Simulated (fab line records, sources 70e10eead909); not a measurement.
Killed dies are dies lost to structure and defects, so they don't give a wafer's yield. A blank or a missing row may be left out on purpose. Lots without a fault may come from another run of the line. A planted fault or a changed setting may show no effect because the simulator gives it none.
Tool commonality check | flow nand_harc | 13 lots, 39 wafers sampled

WHY IT WAS OPENED
At NHARC_END_SORT_01 the reading killed_dies is flagged on 2 of 13 lots. Wafers without a fault read 33, standard deviation 10.
Rule: a lot is flagged when every wafer of it that has a number lies more than 4 standard deviations from that mean, or none has a number. The other lots count as sound.

lot  | measured     | on        | killed_dies, wafer by wafer | flag
L374 | day 19 15:46 | prober-01 | 17 16 20                    |
L373 | day 20 00:25 | prober-01 | 31 24 38                    |
L376 | day 20 02:02 | prober-02 | 25 19 30                    |
L379 | day 20 16:11 | prober-01 | 91 91 80                    | FLAGGED
L380 | day 21 04:43 | prober-02 | 87 95 99                    | FLAGGED
L389 | day 23 07:53 | prober-01 | 19 34 25                    |
L387 | day 23 07:53 | prober-02 | 45 45 43                    |
L390 | day 23 15:43 | prober-02 | 50 54 59                    |
L393 | day 23 23:31 | prober-01 | 43 33 41                    |
L392 | day 24 01:05 | prober-02 | 23 30 26                    |
L391 | day 24 07:16 | prober-02 | 30 45 43                    |
L394 | day 24 11:55 | prober-01 | 39 32 34                    |
L395 | day 24 15:05 | prober-02 | 29 36 39                    |
The numbers of the flagged lots are 90 on average: +58 against the usual, or +6 standard deviations.

WHICH TOOL RAN EACH LOT
The record holds 2 process steps before the reading, out of a route of 1159 steps. In each cell: the tool, then ch and the chambers that the sampled wafers went through, then the start.
lot  | flag    | NHARC_A_ONON_D1_DEP_03           | NHARC_THIN_TSV_STRIP_62
L374 |         | pecvd_onon-04 ch 0, day 8 00:37  | plasma_asher-01 ch 0,1, day 18 22:16
L373 |         | pecvd_onon-03 ch 0, day 8 00:41  | plasma_asher-02 ch 1, day 18 23:46
L376 |         | pecvd_onon-02 ch 0, day 8 15:03  | plasma_asher-02 ch 0,1, day 19 02:05
L379 | FLAGGED | pecvd_onon-02 ch 0, day 8 22:02  | plasma_asher-02 ch 0,1, day 19 18:48
L380 | FLAGGED | pecvd_onon-02 ch 0, day 9 07:33  | plasma_asher-01 ch 0,1, day 20 13:15
L389 |         | pecvd_onon-04 ch 0, day 11 14:10 | plasma_asher-01 ch 0, day 22 21:41
L387 |         | pecvd_onon-03 ch 0, day 10 16:08 | plasma_asher-01 ch 0,1, day 22 20:49
L390 |         | pecvd_onon-03 ch 0, day 11 14:10 | plasma_asher-02 ch 0,1, day 22 22:52
L393 |         | pecvd_onon-02 ch 0, day 12 08:30 | plasma_asher-02 ch 0,1, day 23 07:38
L392 |         | pecvd_onon-04 ch 0, day 12 08:37 | plasma_asher-01 ch 0,1, day 23 06:35
L391 |         | pecvd_onon-03 ch 0, day 12 08:33 | plasma_asher-02 ch 0,1, day 23 09:00
L394 |         | pecvd_onon-04 ch 0, day 12 19:47 | plasma_asher-01 ch 0,1, day 23 20:11
L395 |         | pecvd_onon-02 ch 0, day 12 20:05 | plasma_asher-02 ch 0,1, day 23 21:19
What these steps do:
- NHARC_A_ONON_D1_DEP_03: target thk 1000 nm.
- NHARC_THIN_TSV_STRIP_62: strips in N2/H2, time 20 s.
- NHARC_END_SORT_01

FLAGGED OVER TOTAL, TOOL BY TOOL (the gauges that took the reading come last)
step                    | tool            | lots run | flagged | share of the flagged lots | sound lots run after its first flagged lot
NHARC_A_ONON_D1_DEP_03  | pecvd_onon-02   | 5        | 2       | all                       | 2 (L393,L395)
NHARC_A_ONON_D1_DEP_03  | pecvd_onon-03   | 4        | 0       | none                      | -
NHARC_A_ONON_D1_DEP_03  | pecvd_onon-04   | 4        | 0       | none                      | -
NHARC_THIN_TSV_STRIP_62 | plasma_asher-01 | 6        | 1       | some                      | 4 (L387,L389,L392,L394)
NHARC_THIN_TSV_STRIP_62 | plasma_asher-02 | 7        | 1       | some                      | 4 (L390,L393,L391,L395)
NHARC_END_SORT_01       | prober-01       | 6        | 1       | some                      | 3 (L389,L393,L394)
NHARC_END_SORT_01       | prober-02       | 7        | 1       | some                      | 5 (L387,L390,L392,L391,L395)

WHAT THE TABLE ALLOWS
1 row of the table ran every flagged lot: pecvd_onon-02 at NHARC_A_ONON_D1_DEP_03.
- pecvd_onon-02 at NHARC_A_ONON_D1_DEP_03: 2 of its 5 lots flagged. Sound lots ran on it after the first flagged one (L393, L395), which a lasting fault on the whole tool wouldn't allow.
No row of the table ran every flagged lot and no sound lot after the first.

WHAT THE SIMULATOR HAD PUT IN
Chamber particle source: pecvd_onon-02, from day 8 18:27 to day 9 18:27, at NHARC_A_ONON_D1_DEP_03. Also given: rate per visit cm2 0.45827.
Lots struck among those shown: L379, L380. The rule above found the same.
